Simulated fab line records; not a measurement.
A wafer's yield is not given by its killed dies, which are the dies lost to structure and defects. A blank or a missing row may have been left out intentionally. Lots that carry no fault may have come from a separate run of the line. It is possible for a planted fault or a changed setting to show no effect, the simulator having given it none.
What tool caused it?	flow nand-harc	15 lots, 45 wafers sampled, at 3 steps of a route of 1159

WHAT THE GAUGES READ, wafer by wafer
NHARC_P_STI_CD_MEAS_09 targets a cd of 200 nm. Usual: 200 nm for cd-nm, sd 3.6.
lot	measured	on	cd-nm (nm)	flag
L240	day 2 13:29	cd-sem-03	201 203 203	
L241	day 3 02:01	cd-sem-03	199 203 206	
L242	day 3 02:02	cd-sem-01	203 200 196	
L243	day 3 11:04	cd-sem-01	200 198 202	
L244	day 3 17:51	cd-sem-03	202 205 198	
L247	day 4 12:46	cd-sem-01	199 201 202	
L248	day 4 18:43	cd-sem-01	196 195 198	
L249	day 4 22:44	cd-sem-01	197 197 202	
L251	day 5 07:42	cd-sem-01	199 200 196	
L260	day 7 13:37	cd-sem-01	195 206 197	
L261	day 8 01:20	cd-sem-03	196 200 197	
L262	day 8 01:18	cd-sem-02	202 207 204	

TOOL THAT RAN EACH LOT (tool first, then ch and the chambers of the sampled wafers, then the start)
lot	NHARC_P_ZERO_WELL_DESCUM_26	NHARC_P_ZERO_WELL_IMPLANT_57
L240	rie-diel-05 ch 0,1,3, day 1 20:45	implanter-02 ch 0, day 1 21:04
L241	rie-diel-05 ch 1,2, day 2 02:46	implanter-01 ch 0, day 2 03:07
L242	rie-diel-05 ch 0,1,3, day 2 08:49	implanter-01 ch 0, day 2 09:07
L243	rie-diel-10 ch 0,2,3, day 2 14:49	implanter-01 ch 0, day 2 15:11
L244	rie-diel-11 ch 0,2,3, day 2 20:47	implanter-01 ch 0, day 2 21:07
L247	rie-diel-11 ch 0,2,3, day 3 14:54	implanter-02 ch 0, day 3 15:14
L248	rie-diel-05 ch 1,2, day 3 21:27	implanter-01 ch 0, day 3 21:48
L249	rie-diel-10 ch 0,1,2, day 4 02:49	implanter-02 ch 0, day 4 03:10
L251	rie-diel-05 ch 1,2, day 4 14:30	implanter-01 ch 0, day 4 14:50
L256	rie-diel-10 ch 1,2,3, day 5 20:40	implanter-01, day 5 21:01
L257	rie-diel-11 ch 0,3, day 6 02:32	implanter-01, day 6 02:53
L258	rie-diel-05 ch 0,1,3, day 6 08:30	implanter-02, day 6 08:49
L260	rie-diel-05 ch 1,2, day 6 20:42	implanter-02 ch 0, day 6 21:03
L261	rie-diel-10 ch 2,3, day 7 02:41	implanter-02 ch 0, day 7 03:02
L262	rie-diel-05 ch 0,2, day 7 08:31	implanter-02 ch 0, day 7 08:54
- NHARC_P_ZERO_WELL_DESCUM_26: chemistry O2, time 3 s.
- NHARC_P_ZERO_WELL_IMPLANT_57

AS READ BY THE TOOLS THEMSELVES (means over the sampled wafers that have a number; for cases with no such wafer, the mark the record gives instead)
NHARC_P_ZERO_WELL_DESCUM_26. Usual: drypump-motor-current-A 5.8 A, standard deviation 0.44; oes-product-au 1.000 a.u., standard deviation 0.015; rf-vpp-V 57.6 V, standard deviation 0.82; showerhead-plenum-p-Torr 1.89 Torr, standard deviation 0.073; throttle-valve-pct 11.311 %, standard deviation 0.0079.
lot	tool	drypump-motor-current-A (A)	oes-product-au (a.u.)	rf-vpp-V (V)	showerhead-plenum-p-Torr (Torr)	throttle-valve-pct (%)	flag
L240	rie-diel-05	5.8	0.991	57.9	1.84	11.309	
L241	rie-diel-05	5.4	1.000	57.2	1.84	11.320	
L242	rie-diel-05	5.8	0.996	58.0	1.84	11.308	
L243	rie-diel-10	6.2	1.013	58.0	1.94	11.310	
L244	rie-diel-11	6.0	1.002	58.1	1.93	11.308	
L247	rie-diel-11	6.0	0.995	57.3	1.93	11.315	
L248	rie-diel-05	5.5	0.992	57.2	1.84	11.311	
L249	rie-diel-10	6.1	1.014	57.8	1.93	11.318	
L251	rie-diel-05	5.2	0.993	58.1	1.84	11.307	
L256	rie-diel-10	5.7	1.016	57.9	1.99	11.310	
L257	rie-diel-11	5.8	1.004	58.1	1.95	11.313	
L258	rie-diel-05	5.8	0.989	57.8	1.84	11.311	
L260	rie-diel-05	5.4	1.011	57.7	1.84	11.316	
L261	rie-diel-10	5.9	0.998	57.9	2.00	11.309	
L262	rie-diel-05	5.7	0.998	57.0	1.82	11.304	

NHARC_P_ZERO_WELL_IMPLANT_57. Usual: beam-energy-keV 249.99, standard deviation 0.082; beam-on-s 9.98 s, standard deviation 0.2.
lot	tool	beam-energy-keV	beam-on-s (s)	flag
L240	implanter-02	250.06	10.09	
L241	implanter-01	250.03	10.08	
L242	implanter-01	250.00	9.83	
L243	implanter-01	249.86	9.94	
L244	implanter-01	250.03	9.84	
L247	implanter-02	250.04	10.03	
L248	implanter-01	250.00	10.07	
L249	implanter-02	250.07	10.26	
L251	implanter-01	250.08	10.17	
L256	implanter-01	-	-	OFF
L257	implanter-01	-	-	OFF
L258	implanter-02	-	-	OFF
L260	implanter-02	249.93	9.97	
L261	implanter-02	249.97	10.07	
L262	implanter-02	250.06	9.95	

THE ANSWER, worked out from the rows above alone
Rule: lot off if the mean of its wafers having a number is beyond 3 standard deviations from the usual mean. Also off: a lot with no number at a reading for which 4 or more lots have one. Any other lot the step has rows for is counted as sound. The gauges are gone through in route order, then the tools' own readings, and for those a lot's mean is taken as printed above. The first step at which some lot is off is used, and at that step the reading that is off furthest; a lot without a number counts as furthest.
Off: L256, L257, L258 (NHARC_P_ZERO_WELL_IMPLANT_57, beam-energy-keV). Without a number there: L256, L257, L258.
A tool fits if, at that step or a process step before it, it ran every lot that is off, and no sound lot after the first of them. No candidate that was tried fits.

WHAT THE SIMULATOR HAD PUT IN
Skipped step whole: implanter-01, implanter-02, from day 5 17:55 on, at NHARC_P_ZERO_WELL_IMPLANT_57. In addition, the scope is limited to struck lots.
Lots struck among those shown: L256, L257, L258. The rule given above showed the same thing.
